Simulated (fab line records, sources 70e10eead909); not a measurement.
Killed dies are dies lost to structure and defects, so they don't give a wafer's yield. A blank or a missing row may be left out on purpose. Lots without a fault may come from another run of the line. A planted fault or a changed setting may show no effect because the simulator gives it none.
Chamber matching | flow nand_harc | NHARC_A_STAIRCASE_CMP_472 on cmp-02: 4 sister chambers
The step polishes SiO2. 8 wafers are shown with their chamber, then 8 later ones without.

WAFERS WITH THEIR CHAMBER
wafer  | chamber | motor_current_A (A)
L081.3 | 1       | 11.6
L081.4 | 3       | 11.5
L086.1 | 1       | 11.8
L086.2 | 0       | 12.8
L087.3 | 3       | 11.4
L087.4 | 0       | 13.3
L087.6 | 2       | 12.1
L091.1 | 2       | 12.1

WAFERS WITHOUT THEIR CHAMBER
wafer  | motor_current_A (A)
L091.5 | 11.9
L091.6 | 12.4
L090.2 | 13.3
L090.4 | 11.7
L090.5 | 11.7
L090.1 | 12.5
L090.3 | 11.6
L090.6 | 11.5

WHICH CHAMBER EACH WENT THROUGH
wafer  | from the rows above          | in truth
L091.5 | can't be placed: 2 or 1 or 3 | 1
L091.6 | can't be placed: 2 or 0      | 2
L090.2 | 0                            | 0
L090.4 | can't be placed: 1 or 3      | 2
L090.5 | can't be placed: 1 or 3      | 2
L090.1 | can't be placed: 2 or 0      | 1
L090.3 | can't be placed: 1 or 3      | 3
L090.6 | can't be placed: 3 or 1      | 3
Placed correctly: 1 of 8. Can't be placed from these rows: 7 (the true chamber is among the candidates in 4). Placed wrongly: 0.
How it was worked out, from the rows above alone: a wafer's distance from a chamber is the root of the sum, over the readings, of the square of ((its reading less the chamber's mean) divided by the reading's scatter). The wafer belongs to the nearest chamber; if the next one is less than 2 further off, it can't be placed. A chamber's mean is the mean of its shown wafers. The scatter: the root of (the sum of the squares of (reading less its chamber's mean) over the shown wafers, divided by (wafers less chambers)).
